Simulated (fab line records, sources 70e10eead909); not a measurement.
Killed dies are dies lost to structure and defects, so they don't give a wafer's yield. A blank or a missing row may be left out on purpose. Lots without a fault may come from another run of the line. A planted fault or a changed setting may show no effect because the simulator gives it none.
fab line records | flow nand_harc
record lots=24 wafers=72 last_day=34
route steps=1302 shown A_STAIRCASE@678
lots that met no fault: from a run of the same line without faults
start_h: hours from the record's first day to the start of the lot's first wafer shown | wait_h: hours since the lot's step before | " the same as in the row above | L1.1+2: a row that stands for several wafers | - no value, or no start given | * or withheld: withheld | < > ~ a bound
route shown NAME@n: a module of which the file shows steps, and the number in the route of the first | usual: mean/standard deviation of fault-free wafers | same: alike in all rows | chamber/n: place in a boat | sites: the reading at each site | _std_site: their standard deviation | _edge_site: outer sites' mean less inner sites' | radius_mm: how far each site lies from the wafer's centre | mask NAME#n: copy n | behind: the tool/chamber that last shaped the wafer | hold: why the lot was held/for how many hours/how that ended | device: the transistor (n, p or np) that didn't switch | end of line: the same wafers' tests at the end of the route | a step without rows: its recipe alone | killed: dies lost to structure and defects at the first sort, not the wafer's yield | map: a wafer's dies, x killed, . not, _ none there
set.NAME: the setting as run; set.NAME@STEP: as run at that earlier step | model.NAME: the simulator's own value behind a step, which no gauge read
steps of the route over a sample of lots; a table a step, a row a wafer
services: from which hour (start_h, from the record's first day; less than 0 if before it) a tool's chamber was out of use, for how many hours, and why
## steps
# step NHARC_A_STAIRCASE_ETCH_21
# recipe target_depth_a=1000 time_s=40.5 ion_energy_ev=400 c4f8_flow_sccm=20 o2_flow_sccm=10 ar_flow_sccm=withheld rf_w=600 bias_w=1000 chemistry=C4F8/O2
# usual bias_w=999.9/2.6 oes_product_au=0.949/0.017 rf_vpp_V=896/6
# columns lot.wafer tool chamber start_h wait_h bias_w oes_product_au rf_hours_counter_h rf_vpp_V
L075.2 rie_diel-10 0 - - 1001.2 0.967 44 904
L075.5 " 0 " " 1000.1 0.967 - 904
L075.6 " 1 " " 997.6 0.946 - 889
L074.4 rie_diel-07 2 - - 1001.8 0.952 22 890
L074.1 " 3 " " 1003.0 0.946 17 898
L074.6 " 1 " " 999.1 0.931 - 898
L077.4 rie_diel-02 2 - - 996.5 0.958 48 896
L077.6 " 3 " " 1001.3 0.940 - 904
L077.5 " 0 " " 994.3 0.939 - 900
L076.1 rie_diel-02 1 - - 1006.9 0.955 50 904
L076.2 " 2 " " 999.2 0.926 48 895
L076.5 " 0 " " 1006.9 0.957 - 900
L079.2 rie_diel-02 0 - - 1003.4 0.942 0 900
L079.4 " 2 " " 997.1 0.935 1 893
L079.5 " 0 " " 1002.9 0.962 - 899
L078.3 rie_diel-07 0 - - 1001.5 0.929 28 890
L078.6 " 3 " " 1000.5 0.944 - 898
L078.5 " 0 " " 1001.0 0.931 - 891
L080.4 rie_diel-10 1 - - 999.3 0.946 54 889
L080.6 " 2 " " 1001.2 0.951 - 889
L080.5 " 3 " " 997.6 0.948 - 892
L081.2 rie_diel-02 0 - - 1000.4 0.969 3 900
L081.6 " 2 " " 998.9 0.959 - 895
L081.5 " 3 " " 999.7 0.951 - 905
L082.2 rie_diel-07 0 - - 1002.2 0.962 38 890
L082.4 " 2 " " 1001.8 0.993 44 888
L082.1 " 3 " " 999.4 0.972 40 898
L083.3 rie_diel-02 2 - - 1003.4 0.939 18 893
L083.2 " 3 " " 998.3 0.932 17 905
L083.1 " 1 " " 1000.0 0.958 18 905
L084.2 rie_diel-07 1 - - 1000.9 0.945 49 895
L084.3 " 2 " " 1000.3 0.942 53 889
L084.6 " 1 " " 1000.6 0.945 - 895
L085.4 rie_diel-02 3 - - 1002.7 0.927 18 903
L085.1 " 0 " " 999.8 0.933 6 900
L085.3 " 2 " " 1000.2 0.924 20 894
L086.2 rie_diel-02 0 - - 997.0 0.959 12 900
L086.1 " 3 " " 994.6 0.945 24 903
L086.5 " 3 " " 999.3 0.956 - 903
L087.1 rie_diel-10 1 - - 1000.5 0.955 22 887
L087.5 " 3 " " 1000.3 0.954 - 891
L087.6 " 0 " " 999.8 0.971 - 904
L089.4 rie_diel-10 0 - - 997.3 0.968 30 904
L089.2 " 1 " " 995.3 0.972 29 888
L089.6 " 3 " " 998.6 0.940 - 891
L088.1 rie_diel-02 3 - - 996.9 0.926 37 904
L088.5 " 0 " " 1002.9 0.929 - 899
L088.6 " 2 " " 995.9 0.909 - 895
L090.1 rie_diel-02 3 - - 999.2 0.944 42 903
L090.4 " 0 " " 1000.4 0.977 28 899
L090.5 " 3 " " 999.2 0.943 - 904
L091.1 rie_diel-07 2 - - 1001.0 0.988 19 887
L091.3 " 3 " " 1000.0 0.915 9 897
L091.2 " 1 " " 999.4 0.967 19 896
L092.1 rie_diel-07 3 - - 996.7 0.932 10 898
L092.3 " 1 " " 998.5 0.938 21 896
L092.4 " 2 " " 1000.3 0.950 20 888
L093.2 rie_diel-07 2 - - 998.4 0.940 21 887
L093.1 " 3 " " 999.6 0.922 11 897
L093.4 " 0 " " 994.6 0.944 18 888
L094.2 rie_diel-10 1 - - 998.9 0.960 45 887
L094.1 " 2 " " 1005.7 0.965 42 891
L094.5 " 0 " " 1004.8 0.957 - 904
L095.3 rie_diel-10 2 - - 999.7 0.947 52 890
L095.4 " 2 " " 995.6 0.948 - 890
L095.6 " 0 " " 1002.1 0.947 - 904
L097.2 rie_diel-10 2 - - 1000.2 0.983 52 889
L097.5 " 1 " " 1000.1 0.984 - 886
L097.6 " 2 " " 998.5 0.979 - 891
L096.1 rie_diel-02 1 - - 997.4 0.943 1 903
L096.2 " 2 " " 1000.1 0.945 1 894
L096.6 " 1 " " 995.3 0.929 - 902
# step NHARC_A_STAIRCASE_ETCH_192
# recipe target_depth_a=1000 time_s=40.5 ion_energy_ev=400 c4f8_flow_sccm=20 o2_flow_sccm=10 ar_flow_sccm=withheld rf_w=600 bias_w=1000 chemistry=C4F8/O2
# usual bias_w=999.9/3 oes_product_au=0.943/0.014 rf_vpp_V=895/6
# columns lot.wafer tool chamber start_h wait_h bias_w oes_product_au rf_hours_counter_h rf_vpp_V
L075.2 rie_diel-07 0 - - 1002.0 0.943 18 889
L075.6 " 2 " " 1002.4 0.962 - 889
L075.5 " 3 " " 996.6 0.949 - 899
L074.4 rie_diel-02 1 - - 1000.8 0.955 49 904
L074.1 " 3 " " 1005.3 0.936 40 904
L074.6 " 2 " " 1000.5 0.941 - 895
L077.4 rie_diel-10 0 - - 1002.0 0.945 46 905
L077.5 " 1 " " 998.2 0.962 - 887
L077.6 " 2 " " 1004.3 0.971 - 891
L076.1 rie_diel-10 0 - - 996.9 0.982 47 904
L076.2 " 2 " " 1000.1 0.962 39 891
L076.5 " 1 " " 996.6 0.954 - 888
L079.4 rie_diel-07 1 - - 1000.3 0.950 34 896
L079.2 " 0 " " 1002.3 0.928 29 891
L079.5 " 1 " " 1000.0 0.945 - 897
L078.3 rie_diel-07 2 - - 1005.1 0.946 37 889
L078.6 " 3 " " 998.4 0.940 - 898
L078.5 " 0 " " 1001.6 0.931 - 889
L080.4 rie_diel-10 0 - - 1008.6 0.969 68 905
L080.6 " 2 " " 999.6 0.951 - 890
L080.5 " 3 " " 1002.0 0.934 - 891
L081.2 rie_diel-07 0 - - 995.4 0.929 33 891
L081.5 " 3 " " 1001.7 0.933 - 895
L081.6 " 0 " " 999.3 0.934 - 889
L082.4 rie_diel-10 2 - - 997.9 0.955 3 890
L082.2 " 3 " " 1000.5 0.930 3 891
L082.1 " 0 " " 992.6 0.960 4 903
L083.3 rie_diel-10 3 - - 1001.1 0.955 7 890
L083.1 " 0 " " 1000.1 0.950 10 905
L083.2 " 1 " " 1001.7 0.939 10 888
L085.3 rie_diel-02 1 - - 1005.3 0.934 21 902
L085.1 " 2 " " 997.9 0.918 22 895
L085.4 " 3 " " 999.9 0.925 20 903
L084.3 rie_diel-02 1 - - 1001.0 0.931 22 902
L084.2 " 3 " " 998.3 0.937 21 905
L084.6 " 1 " " 996.5 0.924 - 902
L086.1 rie_diel-02 3 - - 997.0 0.919 25 903
L086.2 " 0 " " 999.8 0.928 13 901
L086.5 " 0 " " 998.5 0.940 - 899
L087.1 rie_diel-07 2 - - 1000.2 0.945 2 889
L087.6 " 1 " " 995.3 0.948 - 898
L087.5 " 2 " " 1002.8 0.945 - 887
L089.2 rie_diel-07 2 - - 993.4 0.938 7 889
L089.4 " 3 " " 1000.0 0.931 - 898
L089.6 " 1 " " 999.8 0.921 - 897
L088.1 rie_diel-02 2 - - 998.8 0.930 40 894
L088.6 " 1 " " 999.4 0.946 - 904
L088.5 " 2 " " 996.9 0.935 - 894
L090.1 rie_diel-10 1 - - 1000.0 0.936 33 886
L090.4 " 2 " " 1004.0 0.940 28 891
L090.5 " 2 " " 1003.9 0.940 - 891
L091.2 rie_diel-10 0 - - 1004.1 0.948 41 904
L091.3 " 1 " " 999.6 0.947 40 888
L091.1 " 2 " " 1004.8 0.945 37 891
L092.1 rie_diel-10 2 - - 1001.3 0.953 39 891
L092.3 " 3 " " 995.1 0.953 39 889
L092.4 " 0 " " 998.5 0.971 43 907
L093.1 rie_diel-02 3 - - 1000.4 0.918 53 903
L093.2 " 1 " " 1000.0 0.943 44 902
L093.4 " 0 " " 1000.9 0.930 - 899
L094.2 rie_diel-02 1 - - 999.4 0.942 46 902
L094.1 " 3 " " 995.7 0.931 56 905
L094.5 " 0 " " 999.1 0.942 - 898
L095.4 rie_diel-07 0 - - 998.5 0.932 31 888
L095.3 " 3 " " 997.8 0.931 24 897
L095.6 " 1 " " 1001.8 0.934 - 896
L096.1 rie_diel-10 0 - - 999.0 0.946 58 904
L096.2 " 1 " " 998.9 0.950 56 886
L096.6 " 1 " " 994.2 0.954 - 887
L097.2 rie_diel-02 0 - - 1001.9 0.954 2 899
L097.5 " 1 " " 1000.9 0.948 - 903
L097.6 " 2 " " 1001.6 0.951 - 894
# step NHARC_A_STAIRCASE_TRIM_222
# recipe time_s=211.2 o2_flow_sccm=500 ar_flow_sccm=0 bias_w=0 chemistry=O2
# usual drypump_motor_current_A=5.6/0.43 oes_product_au=0.998/0.011 rf_vpp_V=57.8/0.88 showerhead_plenum_p_Torr=3.51/0.16 throttle_valve_pct=17.037/0.0092
# same bias_w=0
# columns lot.wafer tool chamber start_h wait_h drypump_motor_current_A oes_product_au rf_hours_counter_h rf_vpp_V showerhead_plenum_p_Torr throttle_valve_pct
L075.2 rie_diel-07 3 - - 6.2 1.012 19 57.1 3.58 17.036
L075.6 " 0 " " 5.8 1.002 - 56.2 3.37 17.039
L075.5 " 1 " " 5.8 0.999 - 57.5 3.54 17.042
L074.1 rie_diel-07 0 - - 5.8 1.004 21 58.6 3.37 17.041
L074.4 " 3 " " 6.2 1.006 20 58.1 3.57 17.020
L074.6 " 0 " " 5.8 1.009 - 58.7 3.37 17.057
L077.4 rie_diel-10 2 - - 4.8 1.009 39 57.7 3.41 17.029
L077.6 " 0 " " 6.0 1.028 - 59.4 3.78 17.054
L077.5 " 1 " " 5.9 1.020 - 57.1 3.32 17.045
L076.1 rie_diel-07 0 - - 5.8 0.992 22 57.7 3.37 17.049
L076.2 " 1 " " 5.8 0.991 28 57.6 3.54 17.025
L076.5 " 2 " " 5.9 1.003 - 57.0 3.33 17.044
L079.2 rie_diel-07 1 - - 5.8 0.998 35 57.0 3.54 17.034
L079.4 " 3 " " 6.2 1.009 33 59.5 3.57 17.022
L079.5 " 2 " " 5.9 1.013 - 55.7 3.32 17.052
L078.3 rie_diel-10 1 - - 6.0 0.997 53 56.8 3.31 17.043
L078.6 " 3 " " 5.0 1.000 - 56.3 3.40 17.048
L078.5 " 0 " " 6.0 1.020 - 56.2 3.77 17.036
L080.4 rie_diel-02 1 - - 5.3 1.009 - 58.9 3.74 17.035
L080.6 " 2 " " 6.0 0.992 - 57.7 3.49 17.038
L080.5 " 3 " " 5.2 0.981 - 57.9 3.75 17.019
L081.2 rie_diel-07 2 - - 6.0 1.002 41 57.5 3.32 17.043
L081.5 " 3 " " 6.2 1.001 - 57.3 3.57 17.025
L081.6 " 0 " " 5.8 0.986 - 57.5 3.36 17.028
L082.1 rie_diel-10 2 - - 4.8 1.010 5 56.4 3.40 17.034
L082.4 " 0 " " 6.0 1.008 8 57.7 3.76 17.030
L082.2 " 1 " " 5.9 0.992 8 56.9 3.30 17.022
L083.2 rie_diel-02 3 - - 5.2 0.990 19 59.8 3.74 17.054
L083.3 " 0 " " 5.3 0.998 7 57.4 3.62 17.042
L083.1 " 1 " " 5.3 1.003 20 58.7 3.73 17.029
L085.4 rie_diel-10 0 - - 6.0 0.993 12 57.7 3.76 17.020
L085.3 " 1 " " 5.9 0.989 12 57.2 3.30 17.048
L085.1 " 2 " " 4.8 0.995 9 58.5 3.39 17.044
L084.3 rie_diel-10 3 - - 5.0 0.995 9 57.4 3.40 17.053
L084.2 " 1 " " 6.0 1.007 12 56.9 3.30 17.035
L084.6 " 0 " " 6.0 1.013 - 58.4 3.76 17.030
L086.1 rie_diel-02 3 - - 5.2 0.990 28 58.5 3.74 17.039
L086.2 " 0 " " 5.3 0.988 16 58.9 3.62 17.047
L086.5 " 2 " " 6.0 0.983 - 56.7 3.47 17.031
L087.1 rie_diel-07 1 - - 5.8 0.996 4 59.0 3.52 17.021
L087.5 " 3 " " 6.2 0.990 - 59.1 3.55 17.032
L087.6 " 0 " " 5.8 0.978 - 58.2 3.35 17.032
L089.2 rie_diel-10 3 - - 5.0 0.988 25 55.4 3.39 17.021
L089.4 " 2 " " 4.8 1.015 24 57.5 3.39 17.038
L089.6 " 0 " " 5.9 1.008 - 57.9 3.75 17.042
L088.1 rie_diel-07 1 - - 5.8 0.981 8 58.0 3.52 17.037
L088.5 " 3 " " 6.2 0.981 - 57.7 3.55 17.032
L088.6 " 2 " " 6.0 1.005 - 58.0 3.31 17.032
L090.1 rie_diel-07 2 - - 6.0 1.017 15 57.8 3.31 17.041
L090.5 " 0 " " 5.8 0.987 - 57.4 3.34 17.020
L090.4 " 2 " " 6.0 1.020 - 58.3 3.31 17.028
L091.1 rie_diel-02 1 - - 5.3 1.004 39 57.6 3.72 17.055
L091.3 " 3 " " 5.3 0.984 49 59.7 3.72 17.039
L091.2 " 0 " " 5.2 1.004 34 57.9 3.61 17.041
L092.3 rie_diel-07 1 - - 5.8 1.004 22 57.4 3.51 17.054
L092.4 " 3 " " 6.2 0.990 12 58.6 3.55 17.046
L092.1 " 0 " " 5.8 0.988 19 58.3 3.34 17.045
L093.2 rie_diel-07 2 - - 6.0 1.007 23 58.8 3.30 17.050
L093.4 " 3 " " 6.2 0.981 12 57.1 3.55 17.024
L093.1 " 1 " " 5.8 0.990 23 58.6 3.51 17.048
L094.1 rie_diel-02 1 - - 5.3 0.988 47 57.9 3.71 17.042
L094.2 " 3 " " 5.2 0.978 57 57.0 3.72 17.041
L094.5 " 3 " " 5.2 0.981 - 58.7 3.72 17.047
L095.3 rie_diel-02 1 - - 5.2 0.996 2 58.1 3.71 17.042
L095.4 " 2 " " 6.0 0.997 2 57.9 3.46 17.032
L095.6 " 1 " " 5.3 1.004 - 58.2 3.71 17.062
L096.2 rie_diel-02 0 - - 5.3 1.012 2 58.2 3.60 17.052
L096.1 " 2 " " 6.0 0.988 2 57.4 3.46 17.042
L096.6 " 1 " " 5.2 1.000 - 58.0 3.71 17.038
L097.2 rie_diel-10 1 - - 6.0 1.007 58 57.9 3.28 17.045
L097.6 " 2 " " 4.8 1.005 - 57.5 3.37 17.036
L097.5 " 3 " " 5.0 0.991 - 57.8 3.37 17.033
# step NHARC_A_STAIRCASE_ETCH_223
# recipe target_depth_a=1000 time_s=40.5 ion_energy_ev=400 c4f8_flow_sccm=20 o2_flow_sccm=10 ar_flow_sccm=withheld rf_w=600 bias_w=1000 chemistry=C4F8/O2
# usual bias_w=1000.1/2.7 oes_product_au=0.939/0.013 rf_vpp_V=895/5.9
# columns lot.wafer tool chamber start_h wait_h bias_w oes_product_au rf_hours_counter_h rf_vpp_V
L075.2 rie_diel-07 3 - - 997.5 0.960 19 897
L075.5 " 2 " " 1002.8 0.961 - 889
L075.6 " 3 " " 1004.8 0.962 - 897
L074.4 rie_diel-07 2 - - 999.5 0.946 25 889
L074.1 " 0 " " 996.5 0.936 21 890
L074.6 " 2 " " 1003.5 0.945 - 888
L077.4 rie_diel-10 2 - - 1001.3 0.967 39 891
L077.5 " 3 " " 997.5 0.940 - 891
L077.6 " 0 " " 998.4 0.969 - 904
L076.1 rie_diel-07 3 - - 1001.0 0.941 22 899
L076.2 " 1 " " 1001.1 0.939 28 897
L076.5 " 3 " " 1005.6 0.939 - 897
L079.4 rie_diel-07 3 - - 1000.1 0.942 33 898
L079.2 " 0 " " 1000.3 0.927 31 890
L079.5 " 1 " " 998.6 0.944 - 897
L078.3 rie_diel-10 0 - - 997.3 0.951 66 904
L078.6 " 3 " " 1005.6 0.938 - 891
L078.5 " 0 " " 996.9 0.955 - 906
L080.6 rie_diel-02 2 - - 1003.8 0.928 - 895
L080.5 " 3 " " 999.3 0.929 - 905
L080.4 " 1 " " 996.0 0.945 - 905
L081.2 rie_diel-07 3 - - 999.3 0.926 37 897
L081.6 " 2 " " 997.9 0.934 - 887
L081.5 " 3 " " 1004.7 0.930 - 898
L082.2 rie_diel-10 1 - - 1000.3 0.931 8 887
L082.1 " 2 " " 1002.8 0.949 5 891
L082.4 " 3 " " 997.3 0.933 5 892
L083.1 rie_diel-02 3 - - 998.0 0.929 19 903
L083.3 " 0 " " 1006.1 0.951 7 901
L083.2 " 1 " " 1007.3 0.941 20 903
L085.1 rie_diel-10 1 - - 1000.7 0.944 12 885
L085.3 " 2 " " 1000.7 0.952 9 891
L085.4 " 0 " " 999.1 0.955 12 904
L084.3 rie_diel-10 3 - - 1001.7 0.940 9 891
L084.2 " 1 " " 999.0 0.949 12 889
L084.6 " 0 " " 1002.1 0.953 - 905
L086.1 rie_diel-02 3 - - 999.4 0.917 28 903
L086.2 " 0 " " 1001.8 0.927 16 899
L086.5 " 2 " " 1000.5 0.922 - 896
L087.1 rie_diel-07 3 - - 1000.5 0.911 3 896
L087.5 " 0 " " 998.4 0.930 - 890
L087.6 " 1 " " 999.9 0.942 - 896
L089.2 rie_diel-10 0 - - 1002.4 0.938 31 905
L089.4 " 2 " " 996.0 0.959 24 890
L089.6 " 0 " " 1000.5 0.931 - 905
L088.1 rie_diel-07 1 - - 996.6 0.927 8 896
L088.6 " 3 " " 1001.4 0.920 - 896
L088.5 " 1 " " 998.6 0.922 - 898
L090.1 rie_diel-07 1 - - 1003.2 0.937 15 895
L090.5 " 2 " " 1001.3 0.934 - 888
L090.4 " 0 " " 1002.4 0.917 - 888
L091.1 rie_diel-02 1 - - 993.8 0.950 39 904
L091.3 " 3 " " 993.3 0.937 49 904
L091.2 " 0 " " 1003.9 0.950 34 898
L092.1 rie_diel-07 0 - - 998.8 0.921 19 888
L092.4 " 2 " " 1000.7 0.947 22 889
L092.3 " 3 " " 1003.3 0.933 12 896
L093.2 rie_diel-07 2 - - 996.5 0.937 23 888
L093.1 " 3 " " 1000.9 0.931 13 896
L093.4 " 0 " " 1001.9 0.932 20 889
L094.1 rie_diel-02 0 - - 999.9 0.943 42 899
L094.2 " 1 " " 999.2 0.939 47 904
L094.5 " 1 " " 997.5 0.942 - 902
L095.3 rie_diel-02 2 - - 996.6 0.960 2 893
L095.4 " 1 " " 1002.8 0.949 2 902
L095.6 " 3 " " 999.2 0.953 - 904
L096.2 rie_diel-02 3 - - 996.0 0.934 3 903
L096.1 " 1 " " 1000.2 0.912 2 903
L096.6 " 0 " " 995.6 0.935 - 898
L097.2 rie_diel-10 0 - - 1001.2 0.964 59 902
L097.5 " 2 " " 1003.1 0.944 - 891
L097.6 " 3 " " 1000.6 0.927 - 889
# step NHARC_A_STAIRCASE_TRIM_235
# recipe time_s=211.2 o2_flow_sccm=500 ar_flow_sccm=0 bias_w=0 chemistry=O2
# usual drypump_motor_current_A=5.6/0.44 oes_product_au=0.998/0.012 rf_vpp_V=57.7/0.88 showerhead_plenum_p_Torr=3.51/0.16 throttle_valve_pct=17.037/0.0084
# same bias_w=0
# columns lot.wafer tool chamber start_h wait_h drypump_motor_current_A oes_product_au rf_hours_counter_h rf_vpp_V showerhead_plenum_p_Torr throttle_valve_pct
L075.2 rie_diel-10 3 - - 5.0 1.001 47 58.0 3.41 17.038
L075.6 " 2 " " 4.8 1.013 - 57.1 3.41 17.032
L075.5 " 3 " " 5.0 1.000 - 57.6 3.41 17.050
L074.1 rie_diel-10 0 - - 6.0 1.023 47 58.0 3.78 17.037
L074.4 " 2 " " 4.8 1.015 39 57.9 3.41 17.043
L074.6 " 0 " " 6.0 1.025 - 58.3 3.78 17.045
L077.4 rie_diel-07 0 - - 5.8 0.996 22 57.7 3.37 17.024
L077.5 " 0 " " 5.8 0.998 - 57.8 3.37 17.032
L077.6 " 1 " " 5.8 0.996 - 57.7 3.54 17.036
L076.2 rie_diel-02 1 - - 5.3 1.004 53 57.9 3.74 17.030
L076.1 " 2 " " 6.0 0.974 50 58.4 3.49 17.041
L076.5 " 2 " " 6.0 0.988 - 56.3 3.49 17.033
L079.4 rie_diel-07 3 - - 6.3 0.999 33 57.9 3.57 17.042
L079.2 " 0 " " 5.8 0.992 31 57.6 3.36 17.045
L079.5 " 1 " " 5.8 0.999 - 58.9 3.54 17.035
L078.3 rie_diel-02 1 - - 5.3 1.014 3 58.2 3.74 17.042
L078.5 " 0 " " 5.3 0.998 - 58.4 3.62 17.047
L078.6 " 1 " " 5.2 1.015 - 57.3 3.74 17.051
L080.4 rie_diel-07 1 - - 5.8 0.995 40 58.9 3.53 17.032
L080.6 " 2 " " 5.9 1.009 - 56.6 3.32 17.030
L080.5 " 3 " " 6.2 0.993 - 57.4 3.57 17.024
L081.2 rie_diel-02 2 - - 6.0 0.984 7 58.4 3.49 17.040
L081.5 " 3 " " 5.2 0.965 - 57.6 3.75 17.046
L081.6 " 1 " " 5.2 0.993 - 58.9 3.74 17.040
L082.4 rie_diel-10 1 - - 6.0 1.010 8 57.7 3.30 17.023
L082.1 " 2 " " 4.8 1.006 6 58.4 3.40 17.038
L082.2 " 0 " " 6.0 1.008 8 57.4 3.76 17.044
L083.2 rie_diel-02 1 - - 5.2 1.007 21 57.7 3.73 17.028
L083.1 " 2 " " 6.0 0.984 22 58.7 3.48 17.047
L083.3 " 0 " " 5.2 1.006 8 57.2 3.62 17.039
L085.3 rie_diel-07 1 - - 5.8 0.996 54 58.2 3.53 17.040
L085.4 " 3 " " 6.3 1.014 53 59.0 3.56 17.037
L085.1 " 0 " " 5.8 0.989 50 58.0 3.35 17.011
L084.2 rie_diel-07 3 - - 6.3 0.996 54 57.0 3.56 17.051
L084.3 " 1 " " 5.8 0.993 55 58.0 3.53 17.039
L084.6 " 3 " " 6.2 1.005 - 57.6 3.56 17.033
L086.1 rie_diel-07 0 - - 5.8 0.987 1 57.5 3.35 17.045
L086.2 " 1 " " 5.8 0.995 1 56.4 3.53 17.050
L086.5 " 0 " " 5.8 0.988 - 57.9 3.35 17.035
L087.1 rie_diel-07 1 - - 5.8 1.001 5 58.1 3.52 17.039
L087.5 " 1 " " 5.8 0.987 - 58.8 3.52 17.049
L087.6 " 2 " " 5.9 0.995 - 58.0 3.31 17.031
L089.2 rie_diel-10 1 - - 5.9 1.007 31 56.0 3.29 17.034
L089.4 " 2 " " 4.8 1.008 25 56.9 3.39 17.029
L089.6 " 2 " " 4.8 1.009 - 56.6 3.39 17.041
L088.1 rie_diel-10 2 - - 4.8 1.010 25 58.0 3.39 17.030
L088.5 " 1 " " 5.9 1.011 - 57.8 3.29 17.048
L088.6 " 2 " " 4.8 1.015 - 56.6 3.39 17.034
L090.4 rie_diel-10 0 - - 6.0 1.003 38 58.4 3.75 17.050
L090.1 " 1 " " 6.0 1.011 37 57.8 3.29 17.034
L090.5 " 0 " " 6.0 1.005 - 56.6 3.75 17.040
L091.2 rie_diel-10 0 - - 6.0 1.006 43 58.0 3.74 17.030
L091.1 " 1 " " 6.0 1.012 42 56.9 3.29 17.038
L091.3 " 2 " " 4.8 1.012 38 58.3 3.38 17.026
L092.3 rie_diel-02 3 - - 5.3 0.974 55 59.0 3.72 17.028
L092.1 " 1 " " 5.2 1.000 46 57.5 3.71 17.031
L092.4 " 0 " " 5.3 0.993 - 58.4 3.60 17.040
L093.4 rie_diel-07 2 - - 5.9 1.009 24 57.3 3.30 17.036
L093.2 " 3 " " 6.2 0.991 13 57.5 3.55 17.040
L093.1 " 1 " " 5.8 0.998 24 58.2 3.51 17.045
L094.2 rie_diel-02 0 - - 5.2 0.997 43 58.7 3.60 17.037
L094.1 " 1 " " 5.3 1.007 48 57.5 3.71 17.033
L094.5 " 1 " " 5.2 0.997 - 58.9 3.71 17.030
L095.3 rie_diel-10 0 - - 6.0 1.013 59 57.2 3.73 17.035
L095.4 " 3 " " 5.0 0.992 54 58.3 3.37 17.045
L095.6 " 0 " " 6.0 1.023 - 58.1 3.73 17.032
L096.1 rie_diel-07 3 - - 6.3 0.982 25 57.7 3.54 17.040
L096.2 " 1 " " 5.8 0.992 35 57.1 3.51 17.034
L096.6 " 3 " " 6.3 0.974 - 57.9 3.54 17.024
L097.2 rie_diel-02 0 - - 5.3 1.010 3 57.7 3.60 17.025
L097.5 " 3 " " 5.2 0.983 - 59.0 3.72 17.044
L097.6 " 0 " " 5.3 1.001 - 59.4 3.60 17.058
# step NHARC_A_STAIRCASE_STRIP_238
# recipe power_w=1500 temp_c=250 chemistry=O2
# usual drypump_motor_current_A=5.83/0.24 heater_power_w=318/37
# columns lot.wafer tool chamber start_h wait_h drypump_motor_current_A heater_power_w rf_hours_counter_h
L075.2 plasma_asher-02 0 377.61 0.1 5.47 342 24
L075.5 " 0 " " 5.45 342 -
L075.6 " 1 " " 5.81 318 -
L074.1 plasma_asher-01 0 379.93 0.1 5.93 353 7
L074.4 " 0 " " 5.95 365 -
L074.6 " 0 " " 5.93 363 -
L077.4 plasma_asher-02 1 383.64 0.2 5.83 307 -
L077.5 " 1 " " 5.82 317 -
L077.6 " 0 " " 5.46 344 -
L076.2 plasma_asher-01 1 385.87 0.1 6.08 257 9
L076.1 " 0 " " 5.97 354 9
L076.5 " 1 " " 6.10 256 -
L079.2 plasma_asher-01 0 413.67 0.1 5.98 363 13
L079.4 " 0 " " 5.95 361 -
L079.5 " 0 " " 5.97 361 -
L078.3 plasma_asher-01 1 414.49 0.2 6.07 255 -
L078.5 " 0 " " 5.96 348 -
L078.6 " 1 " " 6.09 260 -
L080.4 plasma_asher-01 1 425.20 0.2 6.10 254 -
L080.5 " 0 " " 5.96 357 -
L080.6 " 1 " " 6.10 249 -
L081.2 plasma_asher-01 1 427.25 0.3 6.10 260 16
L081.5 " 1 " " 6.10 258 -
L081.6 " 0 " " 5.94 366 -
L082.2 plasma_asher-02 0 455.34 0.1 5.47 330 4
L082.1 " 1 " " 5.81 320 4
L082.4 " 1 " " 5.82 325 -
L083.2 plasma_asher-02 0 465.88 0.1 5.43 339 7
L083.1 " 1 " " 5.82 323 7
L083.3 " 0 " " 5.45 326 -
L085.1 plasma_asher-01 0 470.52 0.1 5.97 363 27
L085.3 " 0 " " 5.93 362 -
L085.4 " 1 " " 6.08 254 -
L084.2 plasma_asher-01 0 471.96 0.1 6.00 358 27
L084.3 " 1 " " 6.08 256 -
L084.6 " 0 " " 5.98 367 -
L086.2 plasma_asher-02 0 485.62 0.1 5.45 333 10
L086.1 " 1 " " 5.80 321 10
L086.5 " 1 " " 5.80 314 -
L087.1 plasma_asher-02 0 494.33 0.1 5.49 337 12
L087.5 " 0 " " 5.46 338 -
L087.6 " 1 " " 5.82 321 -
L089.2 plasma_asher-02 1 513.76 0.1 5.81 320 15
L089.4 " 0 " " 5.44 333 -
L089.6 " 0 " " 5.46 337 -
L088.1 plasma_asher-01 0 515.13 0.1 5.96 362 34
L088.5 " 1 " " 6.09 255 -
L088.6 " 0 " " 5.95 365 -
L090.1 plasma_asher-01 1 537.99 0.1 6.08 265 2
L090.4 " 0 " " 5.98 346 -
L090.5 " 1 " " 6.07 266 -
L091.2 plasma_asher-02 1 547.86 0.1 5.82 327 25
L091.1 " 0 " " 5.45 337 25
L091.3 " 0 " " 5.48 332 -
L092.1 plasma_asher-02 1 555.49 0.1 5.85 327 26
L092.4 " 0 " " 5.44 331 -
L092.3 " 1 " " 5.82 314 -
L093.2 plasma_asher-02 1 558.19 0.1 5.83 315 27
L093.1 " 0 " " 5.45 328 27
L093.4 " 0 " " 5.45 332 -
L094.1 plasma_asher-02 0 566.66 0.1 5.43 335 28
L094.2 " 1 " " 5.83 322 28
L094.5 " 0 " " 5.44 328 -
L095.3 plasma_asher-01 1 589.81 0.2 6.12 270 -
L095.4 " 0 " " 5.95 358 -
L095.6 " 0 " " 5.95 358 -
L096.2 plasma_asher-02 0 591.45 0.1 5.44 333 34
L096.1 " 1 " " 5.80 315 34
L096.6 " 0 " " 5.46 331 -
L097.2 plasma_asher-01 1 591.62 0.1 6.09 274 13
L097.5 " 0 " " 6.00 354 -
L097.6 " 1 " " 6.11 272 -
## services
# columns tool chamber start_h hours kind
rie_diel-10 1 347.86 7.4 repair
rie_diel-07 0 353.91 - clean
rie_diel-07 1 353.91 - clean
rie_diel-07 2 353.91 - clean
rie_diel-07 3 353.91 - clean
rie_diel-07 0 378.44 - clean
rie_diel-07 1 378.44 - clean
rie_diel-02 - 394.69 9.0 pm
rie_diel-02 0 421.82 34.6 repair
plasma_asher-02 - 426.00 9.0 pm
rie_diel-07 - 432.78 0.3 repair
rie_diel-10 - 461.80 3.5 repair
rie_diel-02 1 466.26 16.5 repair
rie_diel-07 - 472.53 9.0 pm
rie_diel-02 1 500.29 7.4 repair
rie_diel-02 2 503.14 1.3 repair
rie_diel-07 0 503.72 12.5 repair
plasma_asher-01 - 519.07 9.0 pm
rie_diel-07 3 521.53 16.0 repair
rie_diel-02 0 539.74 2.6 repair
rie_diel-02 2 541.20 28.6 repair
rie_diel-02 - 559.32 0.6 repair
rie_diel-02 - 571.69 9.0 pm
rie_diel-10 3 581.32 4.8 repair
## key
fault none
